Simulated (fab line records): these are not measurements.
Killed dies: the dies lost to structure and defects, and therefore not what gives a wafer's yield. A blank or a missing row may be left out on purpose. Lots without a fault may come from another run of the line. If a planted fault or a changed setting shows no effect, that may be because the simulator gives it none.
fab line records	flow nand_harc
record lots=6	wafers=16	last_day=32
route steps=1302 shown A_CONTACT@1044 END@1302
lots that met no fault: from a run of the same line without faults
start_h: hours from the record's opening day to when the first of the lot's shown wafers began	wait_h: how many hours have passed since the lot's step before this one	" unchanged from the row above	L1.1+2: a row that stands for several wafers	- either no value or no given start	* or withheld: withheld	< > ~ a bound
route shown NAME@n: a module of which the file shows steps, and the number in the route of the first	usual: mean/standard deviation of fault-free wafers	same: alike in all rows	chamber/n: place in a boat	sites: each site's reading	_std_site: the standard deviation of these	_edge_site: outer sites' mean less inner sites'	radius_mm: how far each site lies from the wafer's centre	mask NAME#n: copy n	behind: the last tool/chamber to shape the wafer	hold: the reason the lot was held/the length of the hold in hours/how it ended	device: the n, p or np transistor that did not switch	end of line: the route-end tests of the same wafers	a step given without rows: its recipe and nothing more	killed: dies lost to structure and defects at the first sort, not the wafer's yield	map: the dies of a wafer, with x for killed, . for not killed, _ for no die there
set.NAME: the setting that was run; set.NAME@STEP: the one run at that earlier step	model.NAME: the simulator's own value behind a step, which no gauge read
lots seen at some steps along the route; tables by step, rows by wafer
services: when a tool's chamber went out of use (start_h, in hours from the record's first day, below 0 if earlier), for how many hours, and the reason
## steps
# step NHARC_A_CONTACT_ETCH_76
# recipe target_depth_a=2600	over_etch_frac=0.3	time_s=475.3	ion_energy_ev=200	n2_flow_sccm=150	h2_flow_sccm=150	ar_flow_sccm=0	rf_w=400	bias_w=150	chemistry=N2/H2
# step NHARC_A_CONTACT_ETCH_77
# recipe target_depth_a=1089	time_s=54.5	cf4_flow_sccm=100	chf3_flow_sccm=30	ar_flow_sccm=0	rf_w=500	bias_w=200	chemistry=CF4/CHF3
# step NHARC_A_CONTACT_ETCH_78
# recipe target_depth_a=53000	over_etch_frac=0.3	time_s=1378	ion_energy_ev=150	o2_flow_sccm=400	cos_flow_sccm=20	ar_flow_sccm=0	rf_w=500	bias_w=300	chemistry=O2/COS
# step NHARC_A_CONTACT_ETCH_124
# recipe source_w=withheld	pressure_mtorr=20	bias_v=withheld	time_s=140	target_depth_a=7000	ar_flow_sccm=withheld	c4f8_flow_sccm=withheld	o2_flow_sccm=withheld	chemistry=C4F8/O2/Ar
# step NHARC_A_CONTACT_ETCH_125
# recipe source_w=withheld	pressure_mtorr=20	bias_v=3000	time_s=197	target_depth_a=19180	ar_flow_sccm=withheld	c4f8_flow_sccm=withheld	o2_flow_sccm=withheld	chemistry=C4F8/O2/Ar
# step NHARC_A_CONTACT_ETCH_126
# recipe source_w=withheld	pressure_mtorr=20	bias_v=3000	time_s=197	target_depth_a=19180	ar_flow_sccm=withheld	c4f8_flow_sccm=withheld	o2_flow_sccm=withheld	chemistry=C4F8/O2/Ar
# step NHARC_A_CONTACT_ETCH_127
# recipe source_w=withheld	pressure_mtorr=20	bias_v=3000	time_s=197	target_depth_a=19180	ar_flow_sccm=withheld	c4f8_flow_sccm=withheld	o2_flow_sccm=withheld	chemistry=C4F8/O2/Ar
# usual oes_air_line_au=0.999/0.021
# same time_s=197
lot.wafer	tool	chamber	start_h	wait_h	oes_air_line_au	rf_hours_counter_h
L594.1	har_cap_etch-03	1	512.86	0.1	1.006	50
L594.4	"	0	"	"	1.017	-
L594.5	"	1	"	"	1.020	-
L596.2	har_cap_etch-02	1	535.37	0.1	1.004	87
L596.3	"	0	"	"	1.009	-
L596.6	"	1	"	"	0.977	-
L602.1	har_cap_etch-02	1	595.21	0.1	1.000	98
L602.3	"	1	"	"	0.976	-
L603.1	har_cap_etch-02	1	604.10	0.1	0.995	100
L603.4	"	1	"	"	0.991	-
L613.2	har_cap_etch-03	1	693.09	0.1	0.995	81
L613.5	"	0	"	"	0.990	-
L613.6	"	1	"	"	1.031	-
L612.1	har_cap_etch-01	1	697.06	0.1	1.022	36
L612.2	"	0	"	"	1.021	36
L612.6	"	1	"	"	1.025	-
# step NHARC_A_CONTACT_ETCH_128
# recipe source_w=withheld	pressure_mtorr=20	bias_v=3000	time_s=197	target_depth_a=19180	ar_flow_sccm=withheld	c4f8_flow_sccm=withheld	o2_flow_sccm=withheld	chemistry=C4F8/O2/Ar
# step NHARC_A_CONTACT_ETCH_129
# recipe source_w=withheld	pressure_mtorr=20	bias_v=3000	time_s=197	target_depth_a=19180	ar_flow_sccm=withheld	c4f8_flow_sccm=withheld	o2_flow_sccm=withheld	chemistry=C4F8/O2/Ar
# usual oes_air_line_au=1.000/0.021
# same time_s=197
lot.wafer	tool	chamber	start_h	wait_h	oes_air_line_au	rf_hours_counter_h
L594.1	har_cap_etch-03	1	513.21	0.1	0.970	51
L594.4	"	0	"	"	1.058	-
L594.5	"	1	"	"	0.988	-
L596.2	har_cap_etch-02	1	535.72	0.1	1.026	87
L596.3	"	0	"	"	0.968	-
L596.6	"	1	"	"	1.003	-
L602.1	har_cap_etch-02	1	595.56	0.1	1.001	98
L602.3	"	1	"	"	0.987	-
L603.1	har_cap_etch-02	1	604.45	0.1	0.983	100
L603.4	"	1	"	"	1.005	-
L613.2	har_cap_etch-03	1	693.44	0.1	1.024	81
L613.5	"	0	"	"	1.024	-
L613.6	"	1	"	"	1.013	-
L612.1	har_cap_etch-01	1	697.42	0.1	1.028	36
L612.2	"	0	"	"	1.012	36
L612.6	"	1	"	"	1.000	-
# step NHARC_A_CONTACT_ETCH_130
# recipe source_w=withheld	pressure_mtorr=20	bias_v=3000	time_s=197	target_depth_a=19180	ar_flow_sccm=withheld	c4f8_flow_sccm=withheld	o2_flow_sccm=withheld	chemistry=C4F8/O2/Ar
# usual oes_air_line_au=1.004/0.019
# same time_s=197
lot.wafer	tool	chamber	start_h	wait_h	oes_air_line_au	rf_hours_counter_h
L594.1	har_cap_etch-03	1	513.39	0.1	1.014	51
L594.4	"	0	"	"	0.979	-
L594.5	"	1	"	"	0.990	-
L596.2	har_cap_etch-02	1	535.90	0.1	1.022	87
L596.3	"	0	"	"	1.018	-
L596.6	"	1	"	"	0.991	-
L602.1	har_cap_etch-02	1	595.74	0.1	0.967	98
L602.3	"	1	"	"	0.987	-
L603.1	har_cap_etch-02	1	604.63	0.1	0.967	100
L603.4	"	1	"	"	0.987	-
L613.2	har_cap_etch-03	1	693.62	0.1	0.986	81
L613.5	"	0	"	"	1.034	-
L613.6	"	1	"	"	0.975	-
L612.1	har_cap_etch-01	1	697.59	0.1	0.980	36
L612.2	"	0	"	"	1.035	36
L612.6	"	1	"	"	1.032	-
# step NHARC_A_CONTACT_ETCH_131
# recipe source_w=withheld	pressure_mtorr=20	bias_v=3000	time_s=197	target_depth_a=19180	ar_flow_sccm=withheld	c4f8_flow_sccm=withheld	o2_flow_sccm=withheld	chemistry=C4F8/O2/Ar
# usual oes_air_line_au=1.000/0.022
# same time_s=197
lot.wafer	tool	chamber	start_h	wait_h	oes_air_line_au	rf_hours_counter_h
L594.1	har_cap_etch-03	1	513.57	0.1	0.999	51
L594.4	"	0	"	"	1.002	-
L594.5	"	1	"	"	1.019	-
L596.2	har_cap_etch-02	1	536.08	0.1	1.002	88
L596.3	"	0	"	"	0.980	-
L596.6	"	1	"	"	1.018	-
L602.1	har_cap_etch-02	1	595.91	0.1	0.980	99
L602.3	"	1	"	"	0.950	-
L603.1	har_cap_etch-02	1	604.80	0.1	1.034	100
L603.4	"	1	"	"	1.025	-
L613.2	har_cap_etch-03	1	693.80	0.1	1.038	82
L613.5	"	0	"	"	0.995	-
L613.6	"	1	"	"	1.028	-
L612.1	har_cap_etch-01	1	697.77	0.1	1.004	36
L612.2	"	0	"	"	0.968	36
L612.6	"	1	"	"	0.991	-
# step NHARC_A_CONTACT_ETCH_132
# recipe source_w=withheld	pressure_mtorr=20	bias_v=3000	time_s=197	target_depth_a=19240	ar_flow_sccm=withheld	c4f8_flow_sccm=withheld	o2_flow_sccm=withheld	chemistry=C4F8/O2/Ar
# step NHARC_A_CONTACT_ETCH_133
# recipe source_w=withheld	pressure_mtorr=20	bias_v=400	time_s=374	target_depth_a=16100	ar_flow_sccm=withheld	c4f8_flow_sccm=11.5	o2_flow_sccm=7.2	chemistry=C4F8/O2/Ar
# usual oes_air_line_au=0.999/0.019
# same time_s=374
lot.wafer	tool	chamber	start_h	wait_h	oes_air_line_au	rf_hours_counter_h
L594.1	har_cap_etch-03	1	513.96	0.2	0.998	52
L594.4	"	0	"	"	1.020	-
L594.5	"	1	"	"	1.012	-
L596.2	har_cap_etch-02	1	536.43	0.1	1.019	88
L596.3	"	0	"	"	0.959	-
L596.6	"	1	"	"	0.999	-
L602.1	har_cap_etch-02	1	596.31	0.2	0.995	99
L602.3	"	1	"	"	0.992	-
L603.1	har_cap_etch-02	1	605.20	0.2	0.966	101
L603.4	"	1	"	"	0.998	-
L613.2	har_cap_etch-03	1	694.19	0.2	0.981	82
L613.5	"	0	"	"	0.999	-
L613.6	"	1	"	"	1.005	-
L612.1	har_cap_etch-01	1	698.12	0.1	0.990	37
L612.2	"	0	"	"	0.985	37
L612.6	"	1	"	"	0.970	-
# step NHARC_A_CONTACT_ETCH_91
# recipe target_depth_a=400	over_etch_frac=0.5	time_s=85.7	ion_energy_ev=120	ch3f_flow_sccm=50	o2_flow_sccm=30	ar_flow_sccm=200	rf_w=500	bias_w=100	chemistry=CH3F/O2
# step NHARC_A_CONTACT_ETCH_97
# recipe target_depth_a=200	over_etch_frac=0.5	time_s=10	ion_energy_ev=250	c4f6_flow_sccm=25	o2_flow_sccm=20	ar_flow_sccm=500	rf_w=600	bias_w=500	chemistry=C4F6/O2
# step NHARC_A_CONTACT_CD_MEAS_80
# usual cd_nm=289.5/0.99
lot.wafer	tool	chamber	start_h	wait_h	cd_nm
L594.1	cd_sem-02	-	514.91	-	289.6
L594.4	"	-	"	"	289.9
L594.5	"	-	"	"	289.5
L596.2	cd_sem-03	-	537.53	-	291.0
L596.3	"	-	"	"	290.0
L596.6	"	-	"	"	290.6
L602.1	cd_sem-02	-	597.26	-	288.7
L602.3	"	-	"	"	290.2
L603.1	cd_sem-01	-	606.13	-	288.0
L603.4	"	-	"	"	288.6
L613.2	cd_sem-02	-	695.12	-	289.7
L613.5	"	-	"	"	289.7
L613.6	"	-	"	"	289.9
L612.1	cd_sem-02	-	699.30	-	289.8
L612.2	"	-	"	"	290.3
L612.6	"	-	"	"	289.3
# step NHARC_A_CONTACT_STRIP_103
# recipe n2_flow_sccm=150	h2_flow_sccm=150	ar_flow_sccm=0	bias_w=0	chemistry=N2/H2
# step NHARC_A_CONTACT_STRIP_104
# recipe cf4_flow_sccm=100	chf3_flow_sccm=30	ar_flow_sccm=0	bias_w=0	chemistry=CF4/CHF3
# step NHARC_A_CONTACT_STRIP_105
# recipe o2_flow_sccm=400	cos_flow_sccm=20	ar_flow_sccm=0	bias_w=0	chemistry=O2/COS
# step NHARC_A_CONTACT_ETCH_106
# recipe target_depth_a=900	overetch_a=90	time_s=49.5	ion_energy_ev=100	cf4_flow_sccm=80	o2_flow_sccm=20	ar_flow_sccm=0	rf_w=300	bias_w=100	chemistry=CF4/O2
# step NHARC_A_CONTACT_STRIP_82
# recipe o2_flow_sccm=500	ar_flow_sccm=0	bias_w=0	chemistry=O2
# step NHARC_A_CONTACT_STRIP_83
# recipe time_s=600	temp_c=30	chemistry=post_etch_residue_remover
# step NHARC_A_CONTACT_DEP_84
# recipe target_thk_a=28000	temp_c=400	material=aC
# step NHARC_A_CONTACT_DEP_85
# recipe target_thk_a=600	target_thk_nm=60	temp_c=400	pressure_torr=3.5	flow_sccm=200	rf_w=350	material=SiON
# step NHARC_A_CONTACT_DEHYDRATE_00
# recipe temp_c=150	time_s=120
# step NHARC_A_CONTACT_HMDS_01
# recipe time_s=30
# step NHARC_A_CONTACT_COAT_86
# recipe temp_c=260	time_s=75
# step NHARC_A_CONTACT_COAT_87
# recipe temp_c=225	time_s=65
# step NHARC_A_CONTACT_COAT_02
# recipe spin_rpm=1500	resist_thk_nm=90
# step NHARC_A_CONTACT_SOFTBAKE_03
# recipe temp_c=105	time_s=55
# step NHARC_A_CONTACT_EBR_04
# step NHARC_A_CONTACT_EXPOSE_05
# recipe na=1.35	sigma_outer=0.8	dose_mj=84.24	mask_id=A_CC
# step NHARC_A_CONTACT_PEB_06
# recipe peb_temp_c=100	peb_time_s=65
# step NHARC_A_CONTACT_DEVELOP_07
# recipe develop_time_s=35	dev_temp_c=23
# step NHARC_A_CONTACT_CD_MEAS_08
# recipe target_cd_nm=200	landing_energy_ev=500
# usual cd_nm=200.0/0.8
lot.wafer	tool	chamber	start_h	wait_h	cd_nm
L594.1	cd_sem-01	0	518.91	-	200.9
L594.4	"	0	"	"	201.3
L594.5	"	0	"	"	202.0
L596.2	cd_sem-01	0	541.08	-	199.1
L596.3	"	0	"	"	197.5
L596.6	"	0	"	"	199.9
L602.1	cd_sem-01	0	600.72	-	200.7
L602.3	"	0	"	"	200.9
L603.1	cd_sem-02	0	609.66	-	200.0
L603.4	"	0	"	"	200.3
L613.2	cd_sem-01	0	698.57	-	200.6
L613.5	"	0	"	"	199.9
L613.6	"	0	"	"	200.6
L612.1	cd_sem-02	0	706.16	-	199.8
L612.2	"	0	"	"	200.1
L612.6	"	0	"	"	199.0
# step NHARC_A_CONTACT_OVL_MEAS_09
# usual overlay_x_nm=0.1/1.1	overlay_y_nm=-0.4/1
lot.wafer	tool	chamber	start_h	wait_h	overlay_x_nm	overlay_y_nm
L594.1	overlay-01	-	519.00	-	-0.1	0.7
L594.4	"	-	"	"	-0.3	0.5
L594.5	"	-	"	"	0.5	0.6
L596.2	overlay-01	-	541.16	-	1.4	0.5
L596.3	"	-	"	"	1.2	0.7
L596.6	"	-	"	"	1.6	0.3
L602.1	overlay-02	-	600.81	-	-1.0	0.1
L602.3	"	-	"	"	-1.0	0.2
L603.1	overlay-01	-	609.75	-	1.0	-0.4
L603.4	"	-	"	"	1.5	-0.8
L613.2	overlay-01	-	698.65	-	-0.6	-0.7
L613.5	"	-	"	"	-0.8	-1.6
L613.6	"	-	"	"	-1.3	-1.1
L612.1	overlay-02	-	706.25	-	0.9	-0.7
L612.2	"	-	"	"	0.6	-0.6
L612.6	"	-	"	"	0.3	-0.3
# step NHARC_A_CONTACT_DESCUM_13
# recipe time_s=3	o2_flow_sccm=200	ar_flow_sccm=0	bias_power_w=0	chemistry=O2
# usual drypump_motor_current_A=5.7/0.46	oes_product_au=0.998/0.012	rf_vpp_V=57.7/0.93	showerhead_plenum_p_Torr=1.89/0.095	throttle_valve_pct=11.312/0.0096
# same time_s=3
lot.wafer	tool	chamber	start_h	wait_h	hold	drypump_motor_current_A	oes_product_au	rf_hours_counter_h	rf_vpp_V	showerhead_plenum_p_Torr	throttle_valve_pct
L594.1	rie_diel-09	1	519.10	0.1	-	6.2	0.993	7	58.7	2.02	11.321
L594.4	"	3	"	"	-	5.8	0.996	6	57.5	1.92	11.308
L594.5	"	1	"	"	-	6.2	0.991	-	58.3	2.02	11.306
L596.2	rie_diel-02	3	541.26	0.1	-	6.1	0.996	22	58.3	2.07	11.300
L596.3	"	1	"	"	-	5.3	1.000	24	58.2	1.79	11.301
L596.6	"	3	"	"	-	6.0	0.987	-	58.7	2.07	11.314
L602.1	rie_diel-02	0	604.87	3.9	await_dispo/3.5h/release	5.2	0.974	5	56.5	1.89	11.325
L602.3	"	1	"	"	await_dispo/3.5h/release	5.3	0.986	6	56.0	1.78	11.324
L603.1	rie_diel-02	1	616.77	6.8	await_dispo/6.8h/release	5.3	0.992	7	56.9	1.78	11.313
L603.4	"	2	"	"	await_dispo/6.8h/release	5.8	1.004	6	57.5	1.85	11.315
L613.2	rie_diel-02	1	698.76	0.1	-	5.3	0.991	26	57.0	1.78	11.312
L613.6	"	0	"	"	-	5.2	0.988	-	56.9	1.88	11.326
L613.5	"	1	"	"	-	5.3	0.991	-	56.3	1.78	11.310
L612.1	rie_diel-02	1	706.36	0.1	-	5.3	0.996	26	59.2	1.78	11.307
L612.2	"	2	"	"	-	5.9	1.009	26	58.1	1.85	11.312
L612.6	"	0	"	"	-	5.2	0.993	-	57.2	1.88	11.309
# step NHARC_A_CONTACT_ETCH_88
# recipe target_depth_a=390	over_etch_frac=0.3	time_s=65	ion_energy_ev=80	cf4_flow_sccm=150	ar_flow_sccm=0	rf_w=300	bias_w=100	chemistry=CF4
# usual drypump_motor_current_A=5.7/0.45	oes_product_au=0.996/0.012	rf_vpp_V=151.0/1.3	showerhead_plenum_p_Torr=1.75/0.082	throttle_valve_pct=13.285/0.0087
# same time_s=65
lot.wafer	tool	chamber	start_h	wait_h	drypump_motor_current_A	oes_product_au	rf_hours_counter_h	rf_vpp_V	showerhead_plenum_p_Torr	throttle_valve_pct
L594.4	rie_diel-09	0	519.20	0.1	6.0	1.003	6	149.7	1.68	13.282
L594.1	"	2	"	"	6.1	0.988	8	151.9	1.87	13.285
L594.5	"	0	"	"	6.0	1.005	-	149.9	1.68	13.292
L596.2	rie_diel-02	1	541.35	0.1	5.3	0.981	24	150.7	1.66	13.286
L596.3	"	2	"	"	5.8	1.017	24	150.2	1.72	13.277
L596.6	"	1	"	"	5.3	0.986	-	149.4	1.66	13.293
L602.1	rie_diel-02	0	605.10	0.2	5.2	0.980	5	149.4	1.75	13.286
L602.3	"	3	"	"	6.1	0.983	4	153.7	1.90	13.291
L603.1	rie_diel-02	2	616.86	0.1	5.8	1.007	6	149.7	1.72	13.280
L603.4	"	3	"	"	6.1	0.988	5	151.4	1.90	13.299
L613.2	rie_diel-02	3	698.85	0.1	6.1	0.999	22	151.7	1.89	13.287
L613.5	"	1	"	"	5.3	0.991	-	150.4	1.65	13.288
L613.6	"	2	"	"	5.8	1.011	-	150.9	1.71	13.292
L612.2	rie_diel-02	2	706.44	0.1	5.8	1.015	26	152.3	1.71	13.284
L612.1	"	1	"	"	5.3	0.990	26	150.5	1.65	13.277
L612.6	"	2	"	"	5.8	1.009	-	150.3	1.71	13.280
# step NHARC_END_SORT_01
# recipe temp_c=25
# usual killed_at_array=59/16	killed_at_other=0.7/1.1	killed_at_periphery=4/3	killed_dies=64/16	killed_open=3.4/1.8	killed_short=2.6/1.7
# same gross_dies=677
lot.wafer	tool	chamber	start_h	wait_h	killed_at_array	killed_at_other	killed_at_periphery	killed_dies	killed_open	killed_short
L594.1	prober-02	0	566.62	2.5	64	1	2	67	4	5
L594.4	prober-02	0	569.00	3.4	60	5	2	67	6	2
L594.5	prober-02	0	569.80	3.7	66	0	3	69	2	2
L596.2	prober-01	0	595.55	2.8	66	1	1	68	3	3
L596.3	prober-01	0	596.35	3.1	75	0	2	77	3	4
L596.6	prober-01	0	598.78	4.0	62	0	1	63	2	1
L602.1	prober-01	0	660.79	2.5	139	0	3	142	3	2
L602.3	prober-01	0	662.37	3.1	142	0	1	143	2	2
L603.1	prober-02	0	688.08	2.5	175	1	8	184	2	3
L603.4	prober-02	0	690.47	3.4	145	2	15	162	7	2
L613.2	prober-02	0	747.27	2.8	77	1	3	81	1	1
L613.5	prober-02	0	749.64	3.7	75	1	6	82	5	0
L613.6	prober-02	0	750.43	3.9	86	1	2	89	4	4
# killed by level:class
L594.1 A_CHANNEL_HOLE_D1:chamber_film_flake=30 A_SLIT:chamber_film_flake=17 A_CHANNEL_HOLE_D2:chamber_film_flake=5 A_STAIRCASE:chamber_film_flake=3 P_M0:geometric_particle:short=2 A_M0:geometric_particle:open=2 A_ONON_D1:geometric_particle:short=1 A_DECK1_JOINT:geometric_particle:short=1
L594.4 A_CHANNEL_HOLE_D1:chamber_film_flake=31 A_SLIT:chamber_film_flake=13 A_CHANNEL_HOLE_D2:chamber_film_flake=6 THIN_TSV:chamber_film_flake=5 A_M0:geometric_particle:open=2 P_CONTACT:geometric_particle:open=1 A_ONON_D1:geometric_particle:short=1 A_ONON_D1:geometric_particle:open=1
L594.5 A_CHANNEL_HOLE_D1:chamber_film_flake=28 A_SLIT:chamber_film_flake=27 A_CHANNEL_HOLE_D2:chamber_film_flake=5 A_STAIRCASE:chamber_film_flake=2 P_M0:geometric_particle:open=1 A_SOURCE_PLATE:geometric_particle:short=1 A_WL_FILL:geometric_particle:short=1 A_BLC:geometric_particle:open=1
L596.2 A_CHANNEL_HOLE_D1:chamber_film_flake=31 A_SLIT:chamber_film_flake=10 A_CHANNEL_HOLE_D2:chamber_film_flake=5 A_CHANNEL_FILL_D2:chamber_film_flake=5 A_STAIRCASE:chamber_film_flake=4 A_CHANNEL_FILL_D1:geometric_particle:short=2 A_CONTACT:chamber_film_flake=2 P_CONTACT:geometric_particle:open=1
L596.3 A_CHANNEL_HOLE_D1:chamber_film_flake=33 A_SLIT:chamber_film_flake=21 A_CHANNEL_HOLE_D2:chamber_film_flake=7 A_CHANNEL_FILL_D2:chamber_film_flake=3 P_CONTACT:geometric_particle:short=2 A_STAIRCASE:chamber_film_flake=2 A_CONTACT:chamber_film_flake=2 A_ONON_D1:geometric_particle:short=1
L596.6 A_CHANNEL_HOLE_D1:chamber_film_flake=33 A_SLIT:chamber_film_flake=17 A_CHANNEL_HOLE_D2:chamber_film_flake=5 A_DECK1_JOINT:geometric_particle:open=2 A_CONTACT:chamber_film_flake=2 A_WL_FILL:geometric_particle:short=1 P_GATE:chamber_film_flake=1 A_STAIRCASE:chamber_film_flake=1
L602.1 A_CONTACT:unspecified=94 A_CHANNEL_HOLE_D1:chamber_film_flake=23 A_CHANNEL_HOLE_D2:chamber_film_flake=13 A_STAIRCASE:chamber_film_flake=2 P_GATE:geometric_particle:short=1 P_CONTACT:geometric_particle:open=1 A_ONON_D2:geometric_particle:open=1 A_SGD_CUT:geometric_particle:short=1
L602.3 A_CONTACT:unspecified=95 A_CHANNEL_HOLE_D1:chamber_film_flake=20 A_CHANNEL_HOLE_D2:chamber_film_flake=15 A_CONTACT:chamber_film_flake=2 A_STAIRCASE:chamber_film_flake=2 A_SLIT:chamber_film_flake=2 A_SOURCE_PLATE:geometric_particle:open=1 A_CHANNEL_FILL_D1:geometric_particle:short=1
L603.1 A_CONTACT:unspecified=96 A_SLIT:chamber_film_flake=32 A_CHANNEL_HOLE_D1:chamber_film_flake=30 A_STAIRCASE:chamber_film_flake=8 P_STI:chamber_film_flake=6 A_M1:geometric_particle:open=2 P_M0:geometric_particle:short=1 P_ZERO_WELL:chamber_film_flake=1
L603.4 A_CONTACT:unspecified=90 A_CHANNEL_HOLE_D1:chamber_film_flake=24 A_SLIT:chamber_film_flake=20 P_STI:chamber_film_flake=8 P_CONTACT:geometric_particle:open=3 A_BLC:geometric_particle:open=2 A_STAIRCASE:chamber_film_flake=2 A_CONTACT:chamber_film_flake=2
L613.2 A_CHANNEL_HOLE_D2:chamber_film_flake=32 A_CHANNEL_HOLE_D1:chamber_film_flake=31 A_SLIT:chamber_film_flake=4 A_WL_FILL:chamber_film_flake=4 A_CONTACT:chamber_film_flake=3 P_M1:chamber_film_flake=2 A_ONON_D2:geometric_particle:short=1 A_CHANNEL_FILL_D2:geometric_particle:open=1
L613.5 A_CHANNEL_HOLE_D1:chamber_film_flake=31 A_CHANNEL_HOLE_D2:chamber_film_flake=27 A_SLIT:chamber_film_flake=9 A_CONTACT:chamber_film_flake=3 P_M1:chamber_film_flake=2 A_CHANNEL_FILL_D1:chamber_film_flake=2 P_STI:geometric_particle:open=1 P_GATE:geometric_particle:open=1
L613.6 A_CHANNEL_HOLE_D2:chamber_film_flake=29 A_CHANNEL_HOLE_D1:chamber_film_flake=27 A_SLIT:chamber_film_flake=11 A_CONTACT:chamber_film_flake=8 A_DECK1_JOINT:geometric_particle:short=2 A_STAIRCASE:chamber_film_flake=2 P_M0:geometric_particle:open=1 A_ONON_D1:geometric_particle:short=1
# map L602.3 (x killed, . not)
____________.____________
_________..x...._________
_______..........._______
______.....xx.xxx..______
_____.........x..x.._____
____.......x..x......____
____.......x.x.......____
___........xxx........___
___.x....x.....xx.x...___
__..............xx.....__
__.............xxxxx...__
_..............xxxxx...._
_........x...xxxxxxx...._
_.........x.xxxxxxxxx..._
_......x.x...xxxxxxxxx.._
_.......x...xxxxxxxxx..._
.......x.....xxxxxxx.x...
............xxxxxxxxxxx..
.............xxxxxxx.x...
............xxxxxxxxxx...
.............xxxxxxxxx...
_............xxxxxxxxx.._
_...............xx.xx..._
_.............x.xx.xx.x._
_....................x.._
_................x....x._
__..................x..__
__................x....__
___...................___
___...................___
____.................____
____.................____
_____........x......_____
______.............______
_______..........._______
_________......._________
____________.____________
# map L603.1 (x killed, . not)
____________.____________
_________.x....._________
_______x..x.xxx..._______
______.....xxxxxx.x______
_____.....xx.xxxxx.._____
____......x..xxx.....____
____........xxxxx....____
___..........xx.......___
___...........xx..xx.x___
__...........xxx.xx....__
__............xxxxx.x..__
_..............xxxxxx..._
_.........x.xxxxxxxx...._
_...........x.xxxxxxx..._
_.....x.....xxxxxxxx.x.._
_.....x....xxxxxxxxxx..._
.......x...x.xxxxxxxxx...
.......x.x..xxxxxxxxxx...
.....x.x.....xxxxxxxx.x..
.............xxxxxxxxx.x.
.............xxxxxxxxx.x.
_.............xxxxxxx.x._
_...............xxxxxx.._
_..............xxx.x.x.._
_................x.xxxxx_
_.................x..x.._
__..x....x..........xx.__
__....x.........x..x...__
___...................___
___....x..............___
____..........x......____
____.................____
_____..............._____
______.............______
_______........xx._______
_________......._________
____________x____________
## services
tool	chamber	start_h	hours	kind
har_cap_etch-01	-	497.00	17.0	pm
rie_diel-09	-	497.12	9.0	pm
rie_diel-02	0	501.25	-	clean
rie_diel-02	1	501.25	-	clean
rie_diel-02	2	501.25	-	clean
rie_diel-02	3	501.25	-	clean
rie_diel-02	3	501.59	3.2	repair
rie_diel-02	0	517.66	3.6	repair
rie_diel-02	0	525.75	-	clean
rie_diel-02	1	525.75	-	clean
rie_diel-02	2	525.75	-	clean
rie_diel-02	3	525.75	-	clean
rie_diel-09	3	542.58	2.1	repair
rie_diel-02	0	550.25	-	clean
rie_diel-02	1	550.25	-	clean
rie_diel-02	2	550.25	-	clean
rie_diel-02	3	550.25	-	clean
rie_diel-02	-	571.37	9.0	pm
rie_diel-02	0	571.37	9.0	vent_cycle
rie_diel-02	1	571.37	9.0	vent_cycle
rie_diel-02	2	571.37	9.0	vent_cycle
rie_diel-02	0	649.90	1.2	repair
rie_diel-09	-	674.58	9.0	pm
rie_diel-09	1	695.15	10.3	repair
## key
first_sign step=NHARC_END_SORT_01	reading=killed_dies	direction=up	sigmas=5.7	usual=64	struck=158
effect step=NHARC_END_SORT_01	reading=killed_at_array	direction=up	sigmas=5.5	usual=59	struck=150
more_kills_born_at NHARC_A_CONTACT_ETCH_133@har_cap_etch-02=370
met_at NHARC_A_CONTACT_ETCH_133
struck_wafers L602.1,L602.3,L603.1,L603.4
tester_left_out L602,L603
onset_between 536.43 596.31
also_fits NHARC_A_CONTACT_ETCH_127:har_cap_etch-02,NHARC_A_CONTACT_ETCH_129:har_cap_etch-02,NHARC_A_CONTACT_ETCH_130:har_cap_etch-02,NHARC_A_CONTACT_ETCH_131:har_cap_etch-02
fault kind=chamber_particle_source	tool=har_cap_etch-02	chamber=1	onset_h=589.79	steps=NHARC_A_CONTACT_ETCH_133	rate_per_visit_cm2=1.4199	end_h=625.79
# tester_left_out: of these lots the tester's yield and bins aren't shown, on N5 and GAA mostly nor the transistor test; their killed dies are dies lost to structure and defects alone, not to doping, threshold or leakage, so they don't give the yield
